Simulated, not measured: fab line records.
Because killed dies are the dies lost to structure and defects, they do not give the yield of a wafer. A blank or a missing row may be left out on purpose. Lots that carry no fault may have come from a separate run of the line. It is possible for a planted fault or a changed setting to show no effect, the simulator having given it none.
Which tool is to blame? ; flow n5_finfet ; 10 lots with 30 wafers sampled at 5 steps, on a route of 1938 steps

## WHAT EACH GAUGE READ, for each wafer
N5_HKMG_FIN_OVL_MEAS_50. Usual: for NDIPOLE_OVL the level is 0.4 nm and the standard deviation is 0.75.
lot;measured;on;NDIPOLE_OVL (nm);flag
L872;day 4 00:56;overlay-02;0.0 0.1 0.0;
L875;day 4 17:24;overlay-02;0.3 0.3 0.2;
L877;day 5 06:18;overlay-01;-1.3 -0.8 0.6;
L884;day 7 01:36;overlay-02;1.2 0.6 0.7;
L885;day 7 07:04;overlay-01;0.7 0.9 2.3;
L888;day 7 23:59;overlay-01;-0.1 -0.6 -0.2;
L890;day 8 12:17;overlay-02;-0.3 -0.2 0.2;
L891;day 8 16:22;overlay-02;-0.5 -0.4 0.1;
L894;day 9 13:31;overlay-01;0.6 0.6 0.7;
L895;day 9 23:11;overlay-01;1.9 1.3 0.9;

N5_BEOL_M4_RC_MEAS_101. Usual: DIBL_N 36.3 mV/V, standard deviation 1.1; DIBL_P 36.3 mV/V, standard deviation 1.4; IOFF_N 0.155 nA/um, standard deviation 0.019; IOFF_P 0.211 nA/um, standard deviation 0.027; ION_N 672 uA/um, standard deviation 8.5; ION_P 462 uA/um, standard deviation 5.8; SS_N 71.5 mV/dec, standard deviation 0.56; SS_P 73.3 mV/dec, standard deviation 0.52; VT_N 249.9 mV, standard deviation 2.5; VT_P -249.8 mV, standard deviation 2.8.
lot;measured;on;DIBL_N (mV/V);DIBL_P (mV/V);IOFF_N (nA/um);IOFF_P (nA/um);ION_N (uA/um);ION_P (uA/um);SS_N (mV/dec);SS_P (mV/dec);VT_N (mV);VT_P (mV);flag
L872;day 9 04:07;prober-01;39.0 36.3 36.8;37.5 36.0 35.1;0.173 0.139 0.135;0.234 0.203 0.192;668 675 670;458 463 453;72.5 70.9 72.2;74.6 73.4 73.6;250.1 250.3 253.8;-247.6 -250.4 -255.3;
L875;day 10 03:50;prober-01;35.0 35.6 36.1;36.1 37.4 37.8;0.126 0.148 0.149;0.198 0.235 0.227;669 679 668;459 473 458;70.9 71.3 71.5;72.1 73.1 72.3;255.9 248.9 251.6;-249.1 -247.1 -248.8;
L877;day 11 10:13;prober-01;36.3 34.8 36.3;36.4 33.7 35.6;0.166 0.135 0.171;0.199 0.167 0.199;684 677 691;462 463 465;71.2 71.3 71.8;73.6 72.6 73.6;248.7 252.9 248.2;-252.6 -251.8 -250.2;
L884;day 14 23:47;prober-01;34.7 36.8 35.3;33.6 35.7 34.6;0.137 0.175 0.146;0.192 0.220 0.205;666 667 665;459 455 460;70.4 71.2 70.7;72.8 73.8 73.1;250.3 248.7 248.0;-250.1 -249.4 -249.5;
L885;day 15 10:38;prober-01;36.8 34.9 37.2;37.0 35.0 37.4;0.144 0.116 0.153;0.248 0.212 0.260;663 650 665;462 456 462;72.3 71.6 72.1;73.7 72.6 73.7;251.8 257.1 251.9;-246.5 -249.2 -247.7;
L888;day 15 15:35;prober-01;35.4 35.7 34.8;36.2 37.6 35.6;0.143 0.146 0.134;0.196 0.219 0.186;665 669 658;461 463 454;71.9 71.4 72.3;73.2 73.5 73.0;253.8 252.3 252.1;-252.5 -248.9 -251.9;
L890;day 17 01:21;prober-02;38.3 37.5 36.9;37.3 35.8 35.6;0.176 0.154 0.149;0.236 0.206 0.204;677 680 669;462 465 457;71.2 71.6 71.5;73.9 73.1 73.6;245.9 252.5 250.5;-248.3 -249.6 -249.6;
L891;day 17 07:20;prober-02;36.7 37.0 35.8;36.8 37.5 35.6;0.160 0.168 0.143;0.218 0.219 0.199;677 684 665;467 468 463;71.3 70.9 71.3;73.0 72.6 73.0;248.6 249.9 249.8;-247.3 -248.5 -250.6;
L894;day 17 17:07;prober-01;35.6 36.3 36.0;35.2 34.7 35.2;0.158 0.159 0.158;0.210 0.200 0.205;682 666 675;464 459 458;72.1 72.0 71.3;73.3 73.4 73.0;248.2 249.2 249.8;-248.4 -250.9 -249.2;
L895;day 16 04:41;prober-02;37.2 38.7 37.2;36.6 36.8 35.6;0.171 0.196 0.161;0.241 0.250 0.223;678 671 674;467 461 464;72.2 72.8 71.9;73.7 73.2 73.3;251.6 246.3 247.5;-246.2 -246.9 -249.5;

## EACH LOT AND THE TOOL THAT RAN IT (in order: tool; ch and the chambers of the sampled wafers; start)
lot;N5_HKMG_FIN_STRIP_60;N5_HKMG_FIN_ALD_36;N5_HKMG_FIN_PWFM_ALD_03
L872;plasma_asher-02 ch 0,1, day 4 01:52;ald_metal-02 ch 0,1,2, day 4 03:07;ald_metal-01 ch 0,1,3, day 4 03:26
L875;plasma_asher-01 ch 0,1, day 4 18:23;ald_metal-02 ch 0,2,3, day 4 19:38;ald_metal-01 ch 0,1,3, day 4 19:57
L877;plasma_asher-01 ch 0,1, day 5 07:28;ald_metal-01 ch 0,2,3, day 5 08:49;ald_metal-01 ch 0,1,3, day 5 09:08
L884;plasma_asher-02 ch 0,1, day 7 02:40;ald_metal-02 ch 0,2,3, day 7 03:48;ald_metal-01 ch 1,2, day 7 04:07
L885;plasma_asher-02 ch 0,1, day 7 08:01;ald_metal-02 ch 1,2, day 7 09:28;ald_metal-04 ch 0,1,3, day 7 09:47
L888;plasma_asher-01 ch 0,1, day 8 01:08;ald_metal-04 ch 0,1,3, day 8 02:17;ald_metal-01 ch 1,2,3, day 8 02:37
L890;plasma_asher-02 ch 0,1, day 8 13:14;ald_metal-01 ch 1,2, day 8 14:42;ald_metal-02 ch 0,2, day 8 15:01
L891;plasma_asher-01 ch 0, day 8 17:19;ald_metal-01 ch 0,2,3, day 8 18:35;ald_metal-04 ch 0,1,3, day 8 18:54
L894;plasma_asher-02 ch 0,1, day 9 14:43;ald_metal-04 ch 2,3, day 9 15:50;ald_metal-02 ch 1,2,3, day 9 16:10
L895;plasma_asher-01 ch 0,1, day 10 00:14;ald_metal-01 ch 0,1,2, day 10 01:22;ald_metal-01 ch 1,3, day 10 01:41
- N5_HKMG_FIN_STRIP_60: strips in N2/H2, time 360 s.
- N5_HKMG_FIN_ALD_36: deposits TiN, target thk 1 nm, pulse time 1 s, purge time 3 s.
- N5_HKMG_FIN_PWFM_ALD_03: deposits TiN, target thk 2 nm, pulse time 1 s, purge time 3 s.

## WHAT THE TOOLS THEMSELVES READ (means of the sampled wafers that have a number; where no wafer has one, the mark that the record gives instead)
N5_HKMG_FIN_STRIP_60. Usual: drypump_motor_current_A 5.9 A, standard deviation 0.53; heater_power_w 427 W, standard deviation 22.
lot;tool;drypump_motor_current_A (A);heater_power_w (W);flag
L872;plasma_asher-02;6.1;451;
L875;plasma_asher-01;6.0;407;
L877;plasma_asher-01;6.0;410;
L884;plasma_asher-02;5.6;451;
L885;plasma_asher-02;5.6;447;
L888;plasma_asher-01;6.0;404;
L890;plasma_asher-02;5.6;451;
L891;plasma_asher-01;6.0;397;
L894;plasma_asher-02;6.1;447;
L895;plasma_asher-01;6.0;406;

N5_HKMG_FIN_ALD_36. Usual: heater_power_w 847 W, standard deviation 91; precursor_pulse_height_rel 1.001, standard deviation 0.019; susceptor_temp_C 400.04 C, standard deviation 0.21.
lot;tool;heater_power_w (W);precursor_pulse_height_rel;susceptor_temp_C (C);flag
L872;ald_metal-02;905;1.002;400.21;
L875;ald_metal-02;908;0.992;400.09;
L877;ald_metal-01;750;1.023;399.83;
L884;ald_metal-02;946;0.992;409.02;OFF
L885;ald_metal-02;1046;1.011;408.91;OFF
L888;ald_metal-04;919;0.992;400.01;
L890;ald_metal-01;822;1.009;399.91;
L891;ald_metal-01;766;0.997;399.85;
L894;ald_metal-04;914;1.000;400.01;
L895;ald_metal-01;786;1.006;400.03;

N5_HKMG_FIN_PWFM_ALD_03. Usual: heater_power_w 850 W, standard deviation 95; precursor_pulse_height_rel 1.001, standard deviation 0.019; susceptor_temp_C 399.99 C, standard deviation 0.24.
lot;tool;heater_power_w (W);precursor_pulse_height_rel;susceptor_temp_C (C);flag
L872;ald_metal-01;775;0.994;399.95;
L875;ald_metal-01;778;1.005;400.13;
L877;ald_metal-01;777;0.992;399.77;
L884;ald_metal-01;809;1.009;399.85;
L885;ald_metal-04;925;0.999;399.72;
L888;ald_metal-01;779;0.998;400.10;
L890;ald_metal-02;812;1.007;399.92;
L891;ald_metal-04;917;1.007;400.00;
L894;ald_metal-02;997;1.003;400.08;
L895;ald_metal-01;806;1.000;400.07;

## THE ANSWER, worked out from the rows above alone
Rule: take the mean of a lot's wafers that have a number; if it is more than 3 standard deviations from the usual mean, the lot is off. Also off: a lot with no number at a reading for which 4 or more lots have one. The other lots that the step has rows for count as sound. First the gauges in route order, then the tools' own readings, where a lot's mean is used as printed above. The first step at which some lot is off is used, and at that step the reading that is off furthest; a lot without a number counts as furthest.
Off at N5_HKMG_FIN_ALD_36 (susceptor_temp_C): L884, L885.
A tool fits if, at that step or a process step before it, it ran every lot that is off, and no sound lot after the first of them. One fits: ald_metal-02 at N5_HKMG_FIN_ALD_36. Its last sound lot is L875 (day 4 19:38), its first lot that is off L884 (day 7 03:48): a fault that began between those two fits.
The tool's own readings at N5_HKMG_FIN_ALD_36 bear it out: on the lots that are off they differ by more than 5 times the standard deviation of the sound lots' means. susceptor_temp_C reads 408.97 C there against 399.99 C on the sound lots.

## WHAT THE SIMULATOR PUT IN
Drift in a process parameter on ald_metal-02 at N5_HKMG_FIN_ALD_36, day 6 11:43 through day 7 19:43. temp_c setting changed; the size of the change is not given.
Lots struck among those shown: L884, L885. The same result came from the rule above.
